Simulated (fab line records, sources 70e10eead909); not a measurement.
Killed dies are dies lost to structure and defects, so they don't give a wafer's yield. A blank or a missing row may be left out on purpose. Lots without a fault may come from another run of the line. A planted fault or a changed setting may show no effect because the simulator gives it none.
A struck lot beside a sound one | flow nand_harc | 15 steps out of a route of 1159
Sound: wafers L948.2, L948.3, L948.4. Struck: wafer L956.5. (L956.3, L956.6 of the same lot were not struck and are left out.) The cause comes at the end.
At each step with rows: each side's tool, then ch and its chambers, then its first start. Under that, the readings that differ: sound wafers | struck wafers | difference of the means | sigmas: that difference in standard deviations of wafers without a fault.
alike: readings whose means differ by less than 2 such deviations, and words and numbers that are the same on both sides. not compared: withheld readings, readings that some wafer has no value for, bounds like >300 that may hide the same value, and numbers for which the record gives no deviation and whose values overlap.
The two part at a step that has a row with sigmas, a row that says differs or no value, or rows on one side only. Numbers that don't overlap but have no deviation are shown without sigmas and don't part them. A reading that every wafer of one side lacks parts them only if that side has two wafers or more.

first, 8 steps without rows for these wafers: NHARC_P_BONDPAD_HMDS_02 (time 30 s); NHARC_P_BONDPAD_COAT_36 (time 65 s); NHARC_P_BONDPAD_COAT_03 (resist thk 600 nm); NHARC_P_BONDPAD_SOFTBAKE_04 (time 70 s); NHARC_P_BONDPAD_EBR_05; NHARC_P_BONDPAD_EXPOSE_06 (exposes mask P BPAD); NHARC_P_BONDPAD_PEB_07 (peb time 80 s); NHARC_P_BONDPAD_DEVELOP_08 (time 50 s).
NHARC_P_BONDPAD_CD_MEAS_09: target cd 500 nm.
  sound on cd_sem-03 ch 0, day 7 13:23; struck on cd_sem-01 ch 0, day 9 19:06
  alike: cd_nm
NHARC_P_BONDPAD_OVL_MEAS_38:
  sound on overlay-02, day 7 13:28; struck on overlay-01, day 9 19:12
  alike: overlay_x_nm, overlay_y_nm
then, 1 step without rows for these wafers: NHARC_P_BONDPAD_HARDBAKE_10 (time 65 s).
NHARC_P_BONDPAD_DESCUM_11: chemistry O2, time 3 s.
  sound on rie_diel-06 ch 1,2,3, day 7 13:36; struck on rie_diel-06 ch 2, day 9 19:19
  alike: drypump_motor_current_A, oes_product_au, rf_vpp_V, showerhead_plenum_p_Torr, throttle_valve_pct
  not compared: rf_hours_counter_h
NHARC_P_BONDPAD_ETCH_37: etches the open film in N2/H2, target depth 60 nm, overetch 18 nm, time 65.91 s.
  sound on rie_diel-06 ch 0,2,3, day 7 13:41; struck on rie_diel-06 ch 0, day 9 19:25
  reading               | sound             | struck | difference | sigmas
  oes_product_au (a.u.) | 0.997 1.006 0.997 | 0.846  | -0.154     | -21
  alike: drypump_motor_current_A, h2_flow_sccm, rf_vpp_V, showerhead_plenum_p_Torr, throttle_valve_pct
  not compared: rf_hours_counter_h
NHARC_P_BONDPAD_ETCH_12: etches the open film in CHF3/O2, target depth 200 nm, time 100 s.
  sound on rie_diel-06 ch 0,1,3; struck on rie_diel-06 ch 3
  reading               | sound             | struck | difference | sigmas
  oes_product_au (a.u.) | 0.980 0.958 0.974 | 0.925  | -0.046     | -2
  alike: drypump_motor_current_A, rf_vpp_V, showerhead_plenum_p_Torr, throttle_valve_pct
  not compared: rf_hours_counter_h
then, 1 step without rows for these wafers: NHARC_END_SORT_01.

WHERE THEY PART
First at NHARC_P_BONDPAD_ETCH_37; last, within this record, at NHARC_P_BONDPAD_ETCH_12.

WHY: what the simulator had put in
Process parameter drift: rie_diel-06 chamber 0, from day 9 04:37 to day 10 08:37, at NHARC_P_BONDPAD_ETCH_37. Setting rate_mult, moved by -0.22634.
